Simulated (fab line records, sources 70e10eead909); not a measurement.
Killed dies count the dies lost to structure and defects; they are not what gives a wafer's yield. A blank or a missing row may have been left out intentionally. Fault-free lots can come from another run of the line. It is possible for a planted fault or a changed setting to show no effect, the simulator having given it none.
Check for tools in common | flow nand-harc | 12 lots and 36 wafers in the sample

## WHAT PROMPTED THE OPENING
On 2 of the 12 lots, a flag is raised at NHARC_A_CONTACT_INSPECT_10 on the reading raw-defect-count. No-fault wafers: 78, standard deviation 32.
Rule: flag the lot when none of its wafers has a number, or when each of its wafers that has one lies beyond 4 standard deviations from that mean. The other lots count as sound.

lot  | measured     | on                | raw-defect-count, wafer by wafer | flag
L117 | day 22 11:55 | defect-inspect-02 | 98 92 112                        |
L119 | day 22 17:38 | defect-inspect-01 | 20 22 23                         |
L121 | day 23 18:31 | defect-inspect-02 | 130 104 90                       |
L123 | day 24 18:34 | defect-inspect-01 | 76 76 75                         |
L122 | day 24 20:17 | defect-inspect-02 | 68 52 62                         |
L126 | day 26 06:30 | defect-inspect-02 | 541 566 519                      | FLAGGED
L129 | day 27 14:59 | defect-inspect-01 | 523 518 516                      | FLAGGED
L136 | day 30 09:58 | defect-inspect-01 | 47 40 37                         |
L137 | day 30 14:15 | defect-inspect-01 | 65 83 66                         |
L138 | day 31 02:16 | defect-inspect-02 | 39 31 30                         |
L139 | day 31 06:39 | defect-inspect-02 | 109 95 105                       |
L140 | day 31 15:07 | defect-inspect-02 | 65 60 66                         |
Average over the flagged lots: 530; offset from the usual +452, equal to +14 standard deviations.

## WHICH TOOL RAN EACH LOT
2 process steps preceding the reading are held in the record, out of 1302 steps in the route. Read each cell as the tool, then ch plus the chambers that the sampled wafers visited, then the start.
lot  | flag    | NHARC_A_CONTACT_ETCH_97                       | NHARC_A_CONTACT_DEP_85
L117 |         | rie-diel-04 ch 0,1,3, day 22 11:04 or earlier | pecvd-03 ch 0,1,2, day 22 11:04
L119 |         | rie-diel-01 ch 2,3, day 22 16:55 or earlier   | pecvd-03 ch 1,2, day 22 16:55
L121 |         | rie-diel-05 ch 0,1, day 23 17:50 or earlier   | pecvd-02 ch 0,1,2, day 23 17:50
L123 |         | rie-diel-04 ch 1,2,3, day 24 17:43 or earlier | pecvd-02 ch 0,1, day 24 17:43
L122 |         | rie-diel-05 ch 0,2,3, day 24 19:31 or earlier | pecvd-04 ch 0,1,2, day 24 19:31
L126 | FLAGGED | rie-diel-05 ch 2,3, day 26 05:50 or earlier   | pecvd-02 ch 0,2, day 26 05:50
L129 | FLAGGED | rie-diel-04 ch 0,1,3, day 27 14:08 or earlier | pecvd-02 ch 1,2, day 27 14:08
L136 |         | rie-diel-01 ch 0,2,3, day 30 09:14 or earlier | pecvd-04 ch 1,2, day 30 09:14
L137 |         | rie-diel-05 ch 0,1,3, day 30 13:27 or earlier | pecvd-02 ch 0,1, day 30 13:27
L138 |         | rie-diel-05 ch 0,2, day 31 01:37 or earlier   | pecvd-02 ch 1,2, day 31 01:37
L139 |         | rie-diel-05 ch 1,2, day 31 05:50 or earlier   | pecvd-02 ch 0,1, day 31 05:50
L140 |         | rie-diel-05 ch 0,1,2, day 31 14:24 or earlier | pecvd-02 ch 1,2, day 31 14:24
What these steps do:
- NHARC_A_CONTACT_ETCH_97: etches the open film in C4F6/O2, target depth 20 nm, time 10 s.
- NHARC_A_CONTACT_DEP_85: deposits SiON, target thk 60 nm.
- NHARC_A_CONTACT_INSPECT_10

## FLAGGED OVER TOTAL, TOOL BY TOOL (the gauges that took the reading come last)
step                       | tool              | lots run | flagged | share of the flagged lots | sound lots run after its first flagged lot
NHARC_A_CONTACT_ETCH_97    | rie-diel-01       | 2        | 0       | none                      | -
NHARC_A_CONTACT_ETCH_97    | rie-diel-04       | 3        | 1       | some                      | 0
NHARC_A_CONTACT_ETCH_97    | rie-diel-05       | 7        | 1       | some                      | 4 (L137,L138,L139,L140)
NHARC_A_CONTACT_DEP_85     | pecvd-02          | 8        | 2       | all                       | 4 (L137,L138,L139,L140)
NHARC_A_CONTACT_DEP_85     | pecvd-03          | 2        | 0       | none                      | -
NHARC_A_CONTACT_DEP_85     | pecvd-04          | 2        | 0       | none                      | -
NHARC_A_CONTACT_INSPECT_10 | defect-inspect-01 | 5        | 1       | some                      | 2 (L136,L137)
NHARC_A_CONTACT_INSPECT_10 | defect-inspect-02 | 7        | 1       | some                      | 3 (L138,L139,L140)
With no start given for some of its lots, NHARC_A_CONTACT_ETCH_97 uses the hours and lot order of NHARC_A_CONTACT_DEP_85.

## WHAT THE TABLE PERMITS
In the table, 1 row covers all flagged lots: pecvd-02 at NHARC_A_CONTACT_DEP_85.
- pecvd-02 at NHARC_A_CONTACT_DEP_85: 2 of its 8 lots flagged. Sound lots followed the first flagged one (L137, L138, L139, L140) on it, something a lasting fault affecting the whole tool could not allow.
No row of the table ran every flagged lot and no sound lot after the first.

## WHAT WAS PUT IN BY THE SIMULATOR
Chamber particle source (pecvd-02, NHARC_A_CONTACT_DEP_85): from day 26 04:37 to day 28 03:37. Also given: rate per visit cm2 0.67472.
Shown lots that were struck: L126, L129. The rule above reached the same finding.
